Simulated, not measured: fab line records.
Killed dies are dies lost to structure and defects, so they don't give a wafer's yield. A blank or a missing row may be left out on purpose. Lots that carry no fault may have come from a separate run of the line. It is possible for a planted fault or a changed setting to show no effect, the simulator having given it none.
fab line records | flow nandHarc
record lots=5 | wafers=15 | lastDay=32
route steps=1302 shown A_CHANNEL_FILL_D1@511 A_DECK1_JOINT@518
lots untouched by any fault: they come from a run of this same line in which no faults occurred
startH: start of the lot's first displayed wafer, in hours after the record's first day | waitH: time in hours since the lot's previous step | " unchanged from the row above | L1.1+2: several wafers, shown together as one row | - no value, or no start given | * or withheld: withheld | < > ~ a bound
route shown NAME@n: a module of which the file shows steps, and the number in the route of the first | usual: mean/standard deviation taken from wafers without a fault | same: alike in all rows | chamber/n: place in a boat | sites: each site's reading | _std_site: the values' standard deviation | _edge_site: mean of outer sites minus mean of inner sites | radiusMm: how far each site lies from the wafer's centre | mask NAME#n: copy n | behind: the last tool/chamber to shape the wafer | hold: cause of the lot's hold/its duration in hours/its outcome | device: the transistor (n, p or np) that didn't switch | end of line: at the end of the route, the tests of the same wafers | a step without rows: its recipe alone | killed: count of dies lost to structure and defects at first sort (not the wafer's yield) | map: dies across one wafer; x = killed, . = not, _ = none there
set.NAME: the run value of the setting; set.NAME@STEP: its run value at that earlier step | model.NAME: the simulator's own value behind a step, which no gauge read
lots seen at some steps along the route; tables by step, rows by wafer
services: the hour from which a tool's chamber was out of use, counted from the record's first day as startH (under 0 if before that day), plus the number of hours and why
## steps
# step NHARC_A_CHANNEL_FILL_D1_SRD_31
lot.wafer  | tool        | chamber | startH | waitH
L079.3+4+5 | wetBench-03 | 7,0,4   | 279.03 | 0.0
L083.3+1+6 | wetBench-05 | 7,0,2   | 323.64 | 0.0
L093.4+2+3 | wetBench-05 | 4,5,6   | -      | -
L094.3+5+2 | wetBench-03 | 5,7,0   | 437.31 | 0.0
L096.6+3+5 | wetBench-09 | 2,3,6   | 445.44 | 0.0
# step NHARC_A_CHANNEL_FILL_D1_CVD_09
# recipe targetThkA=1500 | tempC=620 | pressureMtorr=200 | timeS=3000 | material=poly-Si
# usual spikeTcBottomC=639/3.9 | zonePowerTopPct=18.1/2.5
lot.wafer | tool         | chamber | startH | waitH | spikeTcBottomC | zonePowerTopPct
L079.3    | lpcvdPoly-01 | 0       | 279.87 | 0.8   | 640            | 16.7
L079.4    | "            | 0       | "      | "     | 640            | 16.5
L079.5    | "            | 0       | "      | "     | 640            | 16.7
L083.1    | lpcvdPoly-03 | 0       | 325.91 | 2.3   | 635            | 17.3
L083.3    | "            | 0       | "      | "     | 635            | 17.4
L083.6    | "            | 0       | "      | "     | 635            | 17.0
L093.2    | lpcvdPoly-01 | 0       | 416.06 | 2.3   | 642            | 16.5
L093.3    | "            | 0       | "      | "     | 640            | 16.6
L093.4    | "            | 0       | "      | "     | 641            | 16.8
L094.2    | lpcvdPoly-03 | 0       | 439.58 | 2.3   | 635            | 17.1
L094.3    | "            | 0       | "      | "     | 635            | 17.3
L094.5    | "            | 0       | "      | "     | 636            | 17.0
L096.3    | lpcvdPoly-03 | 0       | 447.72 | 2.3   | 637            | 17.4
L096.5    | "            | 0       | "      | "     | 635            | 17.4
L096.6    | "            | 0       | "      | "     | 637            | 17.0
# step NHARC_A_CHANNEL_FILL_D1_CMP_10
# recipe targetThkNm=150
# usual motorCurrentA=11.7/0.96 | slurryFilterDpKPa=13.49/0.13 | timeToEndpointS=15/3.2
lot.wafer | tool   | chamber | startH | waitH | motorCurrentA | slurryFilterDpKPa | timeToEndpointS
L079.3    | cmp-03 | 1       | 283.03 | 0.4   | 13.2          | 13.67             | 18
L079.4    | "      | 3       | "      | "     | 11.8          | 13.67             | 11
L079.5    | "      | 2       | "      | "     | 11.7          | 13.52             | 13
L083.1    | cmp-04 | 3       | 329.12 | 0.4   | 11.0          | 13.52             | 15
L083.3    | "      | 0       | "      | "     | 12.7          | 13.61             | 13
L083.6    | "      | 2       | "      | "     | 11.2          | 13.32             | 11
L093.3    | cmp-02 | 3       | 419.27 | 0.4   | 11.3          | 13.58             | 11
L093.2    | "      | 0       | "      | "     | 10.9          | 13.53             | 11
L093.4    | "      | 1       | "      | "     | 10.2          | 13.44             | 16
L094.2    | cmp-04 | 0       | 442.83 | 0.4   | 13.1          | 13.56             | 12
L094.3    | "      | 2       | "      | "     | 11.0          | 13.67             | 12
L094.5    | "      | 3       | "      | "     | 10.8          | 13.41             | 15
L096.3    | cmp-03 | 2       | 450.89 | 0.4   | 12.4          | 13.54             | 11
L096.5    | "      | 2       | "      | "     | 12.0          | 13.48             | 13
L096.6    | "      | 3       | "      | "     | 12.4          | 13.61             | 10
# step NHARC_A_CHANNEL_FILL_D1_SRD_12
lot.wafer  | tool        | chamber | startH | waitH
L079.5+4+3 | wetBench-05 | 1,2,4   | 283.33 | 0.0
L083.1+6+3 | wetBench-05 | 0,1,2   | 329.40 | 0.0
L093.4+2+3 | wetBench-05 | 7,0,3   | 419.54 | 0.0
L094.2+5+3 | wetBench-03 | 1,2,3   | 443.11 | 0.1
L096.6+3+5 | wetBench-03 | 6,2,3   | 451.19 | 0.0
# step NHARC_A_CHANNEL_FILL_D1_INSPECT_13
# usual rawDefectCount=324/120
lot.wafer | tool             | chamber | startH | waitH | rawDefectCount
L079.3    | defectInspect-02 | -       | 283.44 | 0.0   | 497
L079.4    | "                | -       | "      | "     | 210
L079.5    | "                | -       | "      | "     | 230
L083.1    | defectInspect-02 | -       | 329.51 | 0.0   | 476
L083.3    | "                | -       | "      | "     | 275
L083.6    | "                | -       | "      | "     | 322
L093.2    | defectInspect-02 | -       | 419.65 | 0.0   | 303
L093.3    | "                | -       | "      | "     | 198
L093.4    | "                | -       | "      | "     | 309
L094.2    | defectInspect-02 | -       | 443.21 | 0.0   | 260
L094.3    | "                | -       | "      | "     | 353
L094.5    | "                | -       | "      | "     | 255
L096.3    | defectInspect-01 | -       | 451.31 | 0.0   | 354
L096.5    | "                | -       | "      | "     | 330
L096.6    | "                | -       | "      | "     | 340
# step NHARC_A_DECK1_JOINT_ETCHBACK_07
# recipe targetDepthA=1050 | timeS=26.9 | hbrFlowSccm=150 | rfW=350 | icpW=350 | biasW=60 | chemistry=HBr
# usual chamberPressureMTorr=15.002/0.017 | drypumpMotorCurrentA=5.7/0.48 | oesProductAu=1.003/0.012 | throttleValvePct=23.266/0.0095
lot.wafer | tool     | chamber | startH | waitH | chamberPressureMTorr | drypumpMotorCurrentA | oesProductAu | rfHoursCounterH | throttleValvePct
L079.4    | rieSi-01 | 3       | 283.51 | 0.1   | 14.990               | 5.3                  | 1.004        | 0.6             | 23.271
L079.3    | "        | 1       | "      | "     | 15.031               | 6.0                  | 1.011        | 0.4             | 23.257
L079.5    | "        | 2       | "      | "     | 14.999               | 5.7                  | 1.007        | -               | 23.280
L083.1    | rieSi-01 | 2       | 329.57 | 0.1   | 15.004               | 5.6                  | 1.014        | 1.0             | 23.260
L083.3    | "        | 0       | "      | "     | 14.992               | 6.2                  | 1.019        | 0.7             | 23.257
L083.6    | "        | 3       | "      | "     | 14.984               | 5.2                  | 0.998        | -               | 23.257
L093.3    | rieSi-01 | 1       | 419.71 | 0.1   | 15.015               | 6.0                  | 1.016        | 0.2             | 23.264
L093.4    | "        | 3       | "      | "     | 15.007               | 5.2                  | 1.013        | 0.3             | 23.260
L093.2    | "        | 0       | "      | "     | 15.012               | 6.2                  | 0.991        | 0.3             | 23.273
L094.2    | rieSi-01 | 2       | 443.27 | 0.1   | 14.983               | 5.7                  | 1.018        | 0.4             | 23.280
L094.3    | "        | 1       | "      | "     | 15.001               | 6.0                  | 1.007        | 0.3             | 23.245
L094.5    | "        | 3       | "      | "     | 14.983               | 5.3                  | 1.009        | -               | 23.261
L096.3    | rieSi-06 | 2       | 451.37 | 0.1   | 15.020               | 6.2                  | 1.006        | 0.1             | 23.271
L096.5    | "        | 2       | "      | "     | 15.011               | 6.2                  | 1.000        | -               | 23.259
L096.6    | "        | 3       | "      | "     | 15.008               | 5.5                  | 1.003        | -               | 23.277
# step NHARC_A_DECK1_JOINT_ETCH_25
# recipe targetDepthA=5 | chemistry=dHF | material=SiO2
lot.wafer  | tool        | chamber | startH | waitH
L079.4+5+3 | wetBench-02 | 0,1,2   | 283.65 | 0.1
L083.6+3+1 | wetBench-02 | 3,4,7   | 329.71 | 0.1
L093.4+2+3 | wetBench-02 | 1,2,3   | 419.86 | 0.1
L094.5+2+3 | wetBench-01 | 0,1,2   | 443.42 | 0.1
L096.5+6+3 | wetBench-01 | 4,5,7   | 451.52 | 0.1
# step NHARC_A_DECK1_JOINT_ETCH_19
# recipe tempC=25 | targetDepthA=30 | chemistry=TMAH | material=poly-Si
# usual bathHeatDutyPct=6.3/0.8
lot.wafer | tool        | chamber | startH | waitH | bathHeatDutyPct
L079.4    | wetBench-02 | 0       | 283.69 | 0.0   | 7.5
L079.5    | "           | 1       | "      | "     | 6.4
L079.3    | "           | 2       | "      | "     | 5.6
L083.6    | wetBench-02 | 3       | 329.75 | 0.0   | 5.9
L083.3    | "           | 4       | "      | "     | 6.4
L083.1    | "           | 7       | "      | "     | 6.8
L093.4    | wetBench-02 | 1       | 419.89 | 0.0   | 7.8
L093.2    | "           | 2       | "      | "     | 5.7
L093.3    | "           | 3       | "      | "     | 5.4
L094.5    | wetBench-01 | 0       | 443.46 | 0.0   | 6.0
L094.2    | "           | 1       | "      | "     | 7.2
L094.3    | "           | 2       | "      | "     | 6.8
L096.5    | wetBench-01 | 4       | 451.55 | 0.0   | 7.2
L096.6    | "           | 5       | "      | "     | 6.3
L096.3    | "           | 7       | "      | "     | 6.0
# step NHARC_A_DECK1_JOINT_ETCH_18
# recipe targetDepthA=30 | chemistry=dHF | material=SiO2
lot.wafer  | tool        | chamber | startH | waitH
L079.4+5+3 | wetBench-02 | 0,1,2   | -      | -
L083.6+3+1 | wetBench-02 | 3,4,7   | -      | -
L093.4+2+3 | wetBench-02 | 1,2,3   | -      | -
L094.5+2+3 | wetBench-01 | 0,1,2   | -      | -
L096.5+6+3 | wetBench-01 | 4,5,7   | -      | -
# step NHARC_A_DECK1_JOINT_WET_08
# recipe tempC=160 | timeS=86 | chemistry=H3PO4
# usual bathGuardTempC=159.66/0.28 | bathHeatDutyPct=27.3/2.5
lot.wafer | tool        | chamber | startH | waitH | bathGuardTempC | bathHeatDutyPct
L079.3    | wetH3po4-02 | 1       | 285.49 | -     | 159.69         | 28.7
L079.4    | "           | 1       | "      | "     | 159.67         | 26.9
L079.5    | "           | 1       | "      | "     | 159.92         | 27.8
L083.1    | wetH3po4-01 | 0       | 331.55 | -     | 159.25         | 29.2
L083.3    | "           | 0       | "      | "     | 159.64         | 28.6
L083.6    | "           | 0       | "      | "     | 159.55         | 29.4
L093.2    | wetH3po4-01 | 1       | 421.70 | -     | 159.69         | 24.4
L093.3    | "           | 1       | "      | "     | 159.82         | 24.9
L093.4    | "           | 1       | "      | "     | 159.65         | 22.7
L094.2    | wetH3po4-01 | 0       | 445.26 | -     | 159.38         | 30.6
L094.3    | "           | 0       | "      | "     | 159.25         | 29.6
L094.5    | "           | 0       | "      | "     | 159.24         | 28.6
L096.3    | wetH3po4-01 | 0       | 453.35 | -     | 159.51         | 31.7
L096.5    | "           | 0       | "      | "     | 159.33         | 28.9
L096.6    | "           | 0       | "      | "     | 159.40         | 27.7
# step NHARC_A_DECK1_JOINT_ETCH_09
# recipe targetDepthA=50 | chemistry=dHF | material=SiO2
lot.wafer  | tool        | chamber | startH | waitH
L079.4+5+3 | wetBench-01 | 3,4,5   | 286.06 | 0.0
L083.3+1+6 | wetBench-01 | 4,5,6   | 332.10 | 0.0
L093.2+3+4 | wetBench-01 | 5,7,1   | 422.26 | 0.0
L094.3+5+2 | wetBench-07 | 7,0,3   | 445.80 | 0.0
L096.6+5+3 | wetBench-02 | 5,6,7   | 453.91 | 0.0
# step NHARC_A_DECK1_JOINT_WET_10
# recipe tempC=160 | timeS=86 | chemistry=H3PO4
# usual bathGuardTempC=159.70/0.26 | bathHeatDutyPct=26.7/2.3
lot.wafer | tool        | chamber | startH | waitH | bathGuardTempC | bathHeatDutyPct
L079.3    | wetH3po4-01 | 1       | 287.74 | 1.7   | 159.91         | 26.2
L079.4    | "           | 1       | "      | "     | 159.62         | 25.7
L079.5    | "           | 1       | "      | "     | 159.67         | 23.3
L083.1    | wetH3po4-02 | 1       | 333.79 | 1.7   | 159.62         | 29.0
L083.3    | "           | 1       | "      | "     | 159.50         | 27.1
L083.6    | "           | 1       | "      | "     | 159.66         | 26.6
L093.2    | wetH3po4-01 | 0       | 423.94 | 1.7   | 159.49         | 30.4
L093.3    | "           | 0       | "      | "     | 159.46         | 30.4
L093.4    | "           | 0       | "      | "     | 159.04         | 30.1
L094.2    | wetH3po4-01 | 0       | 447.49 | 1.7   | 159.74         | 30.0
L094.3    | "           | 0       | "      | "     | 159.49         | 28.8
L094.5    | "           | 0       | "      | "     | 159.66         | 29.3
L096.3    | wetH3po4-02 | 0       | 455.60 | 1.7   | 160.02         | 25.7
L096.5    | "           | 0       | "      | "     | 160.09         | 23.4
L096.6    | "           | 0       | "      | "     | 159.89         | 26.9
# step NHARC_A_DECK1_JOINT_ETCH_11
# recipe targetDepthA=350 | chemistry=dHF | material=SiO2
lot.wafer  | tool        | chamber | startH | waitH
L079.4+3+5 | wetBench-07 | 4,7,0   | 288.31 | 0.0
L083.1+6+3 | wetBench-02 | 3,4,7   | 334.34 | 0.0
L093.4+2+3 | wetBench-07 | 2,3,4   | 424.51 | 0.0
L094.3+2+5 | wetBench-02 | 0,3,4   | 448.04 | 0.0
L096.5+6+3 | wetBench-02 | 3,5,6   | 456.17 | 0.0
## services
tool         | chamber | startH | hours | kind
cmp-03       | -       | 260.00 | 4.0   | pm
wetBench-05  | -       | 260.80 | 8.0   | pm
wetH3po4-01  | -       | 268.54 | 2.1   | repair
wetH3po4-02  | -       | 269.09 | 4.3   | repair
cmp-03       | -       | 271.53 | 0.3   | repair
wetBench-01  | -       | 277.60 | 8.0   | pm
cmp-04       | -       | 307.36 | 4.0   | pm
cmp-03       | -       | 313.65 | 1.0   | repair
cmp-04       | -       | 314.48 | 1.5   | repair
wetBench-05  | -       | 334.83 | 7.2   | repair
wetBench-07  | -       | 336.05 | 8.0   | pm
rieSi-01     | 1       | 354.03 | 8.0   | repair
wetBench-03  | -       | 366.17 | 1.6   | repair
rieSi-01     | -       | 370.00 | 9.0   | pm
wetH3po4-02  | -       | 379.09 | 6.0   | repair
lpcvdPoly-03 | -       | 386.00 | 26.0  | pm
wetBench-03  | -       | 386.40 | 8.0   | pm
wetH3po4-01  | -       | 395.90 | 8.0   | pm
wetBench-01  | -       | 398.38 | 2.1   | repair
wetH3po4-02  | -       | 398.48 | 5.6   | repair
wetBench-02  | -       | 420.00 | 8.0   | pm
wetH3po4-02  | -       | 421.51 | 8.0   | pm
wetBench-05  | -       | 436.80 | 8.0   | pm
wetBench-01  | -       | 453.60 | 8.0   | pm
## key
fault none
